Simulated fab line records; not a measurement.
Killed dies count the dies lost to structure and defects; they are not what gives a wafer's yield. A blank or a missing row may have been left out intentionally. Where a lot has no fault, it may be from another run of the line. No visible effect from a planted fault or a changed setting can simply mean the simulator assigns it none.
The same fault as seen by 2 desks / flow nandHarc / each desk has only its own numbers; what lay behind them comes last

THE DEFECT DESK
Counts from the inspections along the route, per lot, as means over the sampled wafers that have a number. A lot is out of limits, marked OUT, if its mean lies more than 4 standard deviations from the usual mean; the brackets give that distance.
Columns: A = rawDefectCount at NHARC_A_SLIT_INSPECT_11, usual 53; B = rawDefectCount at NHARC_A_SIN_REMOVE_INSPECT_04, usual 378
lot=L325; first seen here=day 20 12:42; A=121; B=421
lot=L326; first seen here=day 20 13:37; A=21; B=277
lot=L327; first seen here=day 20 22:38; A=69; B=319
lot=L328; first seen here=day 21 11:28; A=51; B=347
lot=L330; first seen here=day 22 09:14; A=66; B=368
lot=L332; first seen here=day 23 01:16; A=65; B=431
lot=L331; first seen here=day 23 01:28; A=68; B=722
lot=L335; first seen here=day 24 09:10; A=90; B=383
lot=L336; first seen here=day 24 11:50; A=10; B=380
lot=L340; first seen here=day 26 02:38; A=22; B=390
lot=L344; first seen here=day 28 06:23; A=64; B=682
lot=L346; first seen here=day 29 11:55; A=7; B=415
This desk's verdict: no lot among the 12 shows anything out of limits.

TOOL OWNER'S DESK, harEtch-02
The tool's own readings at NHARC_A_SLIT_ETCH_26 (etches the open film in C4F8/O2/Ar, time 90 s, target depth 400 nm): means of the sampled wafers that have a number, for each lot that ran on this tool. A lot is out of limits, marked OUT, if its mean lies more than 4 standard deviations from the usual mean; the brackets give that distance.
Columns: A = drypumpMotorCurrentA at NHARC_A_SLIT_ETCH_26, usual 5.58 A; B = showerheadPlenumPTorr at NHARC_A_SLIT_ETCH_26, usual 3.68 Torr; C = throttleValvePct at NHARC_A_SLIT_ETCH_26, usual 27.619 %
lot=L326; first seen here=day 20 21:15; A=5.58; B=3.75; C=27.614
lot=L328; first seen here=day 21 16:28; A=5.51; B=3.85; C=27.620
lot=L331; first seen here=day 23 07:04; A=5.52; B=3.83; C=27.626
lot=L335; first seen here=day 24 14:07; A=5.53; B=3.82; C=27.613
lot=L336; first seen here=day 24 17:58; A=5.54; B=3.82; C=27.621
lot=L340; first seen here=day 26 08:53; A=5.52; B=3.81; C=27.622
lot=L344; first seen here=day 28 11:24; A=5.57; B=3.69; C=27.625
This desk's verdict: no lot among the 7 shows anything out of limits.

ALL TOGETHER
Nothing the defect desk looked at was out of limits.
The tool owner's desk saw nothing out of limits.

WHAT HAD BEEN PUT IN BY THE SIMULATOR
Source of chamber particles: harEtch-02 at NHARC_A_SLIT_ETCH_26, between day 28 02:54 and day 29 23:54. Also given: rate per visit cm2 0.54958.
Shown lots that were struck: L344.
